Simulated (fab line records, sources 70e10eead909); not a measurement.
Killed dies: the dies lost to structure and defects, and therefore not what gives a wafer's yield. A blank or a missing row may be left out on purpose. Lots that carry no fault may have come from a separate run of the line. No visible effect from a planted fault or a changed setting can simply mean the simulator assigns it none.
Chamber matching | flow nand-harc | pecvd-01 running NHARC_A_ONON_D1_DEP_33: 3 sister chambers
The step deposits SiO2, target thk 200 nm. 14 wafers are shown with their chamber, then 7 later ones without.

== WAFERS WITH THEIR CHAMBER ==
wafer  | chamber | throttle-valve-pct (%) | heater-power-w (W) | mfc-precursor-sccm (sccm)
L649.1 | 1       | 15.9                   | 629                | 162.2
L649.2 | 2       | 16.3                   | 609                | 160.7
L649.6 | 2       | 16.1                   | 464                | 161.5
L650.1 | 1       | 15.9                   | 628                | 161.3
L650.2 | 2       | 15.8                   | 520                | 161.2
L650.3 | 0       | 15.3                   | 530                | 161.1
L651.1 | 0       | 15.3                   | 525                | 162.6
L651.2 | 1       | 16.2                   | 733                | 160.6
L651.6 | 0       | 15.6                   | 518                | 162.3
L657.3 | 0       | 15.7                   | 541                | 162.4
L657.4 | 1       | 16.2                   | 672                | 161.8
L657.6 | 0       | 15.6                   | 552                | 162.7
L659.6 | 0       | 15.3                   | 463                | 161.8
L660.3 | 1       | 16.2                   | 591                | 161.3

SIGNATURES (averages over the wafers above)
reading            | chamber 0 | chamber 1 | chamber 2 | scatter within a chamber
throttle-valve-pct | 15.467    | 16.080    | 16.067    | 0.193
heater-power-w     | 521.50    | 650.60    | 531.00    | 49.8
mfc-precursor-sccm | 162.150   | 161.440   | 161.133   | 0.572
Rule: a wafer lies at a distance from a chamber equal to the root of the sum of squares, over the readings, of (its reading less the chamber's mean, divided by the reading's scatter). If the next closest chamber is less than 2 further off than the closest, the wafer can't be placed; otherwise it belongs to the closest. The scatter: the root of (the sum of the squares of (reading less its chamber's mean) over the shown wafers, divided by (wafers less chambers)).

== WAFERS WHOSE CHAMBER IS MISSING ==
wafer  | throttle-valve-pct (%) | heater-power-w (W) | mfc-precursor-sccm (sccm)
L660.5 | 15.4                   | 537                | 161.5
L667.1 | 15.8                   | 617                | 161.2
L667.2 | 14.9                   | 486                | 161.5
L667.4 | 15.5                   | 620                | 161.2
L670.2 | 15.2                   | 424                | 161.1
L670.3 | 16.5                   | 599                | 160.7
L670.6 | 15.1                   | 434                | 161.4

== WHICH CHAMBER EACH ONE RAN IN ==
wafer  | from the rows above          | in truth
L660.5 | 0                            | 0
L667.1 | can't be placed: 1 or 2 or 0 | 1
L667.2 | 0                            | 0
L667.4 | can't be placed: 0 or 1 or 2 | 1
L670.2 | can't be placed: 0 or 2      | 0
L670.3 | can't be placed: 2 or 1      | 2
L670.6 | 0                            | 0
Correct placement for 3 of the 7. Not placeable from these rows: 4 (in 4, the candidates include the true chamber). 0 placed wrongly.
